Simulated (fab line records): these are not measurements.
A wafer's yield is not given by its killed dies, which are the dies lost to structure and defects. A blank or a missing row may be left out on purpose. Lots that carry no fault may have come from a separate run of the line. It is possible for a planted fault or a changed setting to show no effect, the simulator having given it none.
Comparing a struck lot with a sound one ; flow nand-harc ; 15 steps out of a route of 1159
Sound: the wafers L776.1, L776.4, L776.6. Struck: wafers L785.2, L785.5. (L785.4 of the same lot was not struck and is left out.) The cause comes at the end.
Per side, at each step with rows, come the tool, then ch with its chambers, and then its first start. Under that, the readings that differ: sound wafers ; struck wafers ; difference of the means ; sigmas: that difference in standard deviations of wafers without a fault.
alike: readings whose means differ by less than 2 such deviations, and words and numbers that are the same on both sides. not compared: withheld readings, readings that some wafer has no value for, bounds like >300 that may hide the same value, and numbers for which the record gives no deviation and whose values overlap.
The two part at a step that has a row with sigmas, a row that says differs or no value, or rows on one side only. Non-overlapping numbers with no deviation appear without sigmas and do not part them. A reading missing from all wafers of one side parts the sides only when that side holds two or more wafers.

NHARC_A_CONTACT_INSPECT_10:
  sound on defect-inspect-01, day 18 01:36; struck on defect-inspect-01, day 19 22:16
reading;sound;struck;difference;sigmas
raw-defect-count;7 12 11;41 39;+30;+2
NHARC_A_CONTACT_DESCUM_13: chemistry O2, time 3 s.
  sound on rie-diel-03 ch 1,2,3, day 18 01:43; struck on rie-diel-07 ch 0,1, day 19 22:20
  alike: drypump-motor-current-A, o2-flow-sccm, oes-product-au, rf-vpp-V, showerhead-plenum-p-Torr, throttle-valve-pct
  not compared: rf-hours-counter-h
then, 2 steps without rows for these wafers: NHARC_A_CONTACT_ETCH_88 (etches the open film in CF4, target depth 39 nm, time 65 s); NHARC_A_CONTACT_ETCH_89 (etches the open film in N2/H2, target depth 260 nm, time 475.3 s).
NHARC_A_CONTACT_ETCH_30: etches the open film in CF4/CHF3, target depth 60.5 nm, time 30.2 s.
  sound on rie-diel-03 ch 0,2,3; struck on rie-diel-07 ch 0,1
  alike: drypump-motor-current-A, oes-product-au, rf-fwd-power-W, rf-vpp-V, showerhead-plenum-p-Torr, throttle-valve-pct
  not compared: rf-hours-counter-h
then, 2 steps without rows for these wafers: NHARC_A_CONTACT_ETCH_31 (etches the open film in O2/COS, target depth 2000 nm, time 520 s); NHARC_A_CONTACT_ETCH_134 (etches the open film in C4F8/O2/Ar, time 140 s, target depth 700 nm).
NHARC_A_CONTACT_ETCH_135: etches the open film in C4F8/O2/Ar, time 132 s, target depth 1287 nm.
  sound on har-cap-etch-01 ch 1, day 18 04:55; struck on har-cap-etch-01 ch 0, day 19 23:31
  not compared: rf-hours-counter-h
NHARC_A_CONTACT_ETCH_136: etches the open film in C4F8/O2/Ar, time 132 s, target depth 1287 nm.
  sound on har-cap-etch-01 ch 1, day 18 05:02; struck on har-cap-etch-01 ch 0, day 19 23:39
  not compared: rf-hours-counter-h
NHARC_A_CONTACT_ETCH_137: etches the open film in C4F8/O2/Ar, time 132 s, target depth 1287 nm.
  sound on har-cap-etch-01 ch 1, day 18 05:09; struck on har-cap-etch-01 ch 0, day 19 23:46
  not compared: rf-hours-counter-h
then, 2 steps without rows for these wafers: NHARC_A_CONTACT_ETCH_138 (etches the open film in C4F8/O2/Ar, time 132 s, target depth 1289 nm); NHARC_A_CONTACT_ETCH_139 (etches the open film in C4F8/O2/Ar, time 137 s, target depth 590 nm).
NHARC_A_CONTACT_ETCH_92: etches the open film in CH3F/O2, target depth 40 nm, time 85.7 s.
  sound on rie-diel-03 ch 0,2,3, day 18 05:52; struck on rie-diel-03 ch 0, day 20 00:24
reading;sound;struck;difference;sigmas
oes-product-au (a.u.);0.93 0.92 0.92;0.73 0.73;-0.19;-6
  alike: drypump-motor-current-A, o2-flow-sccm, rf-fwd-power-W, rf-vpp-V, showerhead-plenum-p-Torr, throttle-valve-pct
  not compared: rf-hours-counter-h
then, 1 step without rows for these wafers: NHARC_A_CONTACT_ETCH_98 (etches the open film in C4F6/O2, target depth 20 nm, time 10 s).
-- the record jumps here: 3 days lie between the struck wafers' starts before and after (it left off in module A_CONTACT and takes up again in module END, whose first step shown is number 1159 of the route) --
NHARC_END_SORT_01:
  sound on prober-01 ch 0, day 20 07:35; struck on prober-01 ch 0, day 22 20:20
reading;sound;struck;difference;sigmas
killed-at-array;7 14 14;35 27;+19;+2
killed-dies;11 20 22;43 29;+18;+2
  alike: killed-at-other, killed-at-periphery, killed-open, killed-short

== WHERE THEY PART ==
First at NHARC_A_CONTACT_INSPECT_10; last, within this record, at NHARC_END_SORT_01.

WHY: what the simulator had put in
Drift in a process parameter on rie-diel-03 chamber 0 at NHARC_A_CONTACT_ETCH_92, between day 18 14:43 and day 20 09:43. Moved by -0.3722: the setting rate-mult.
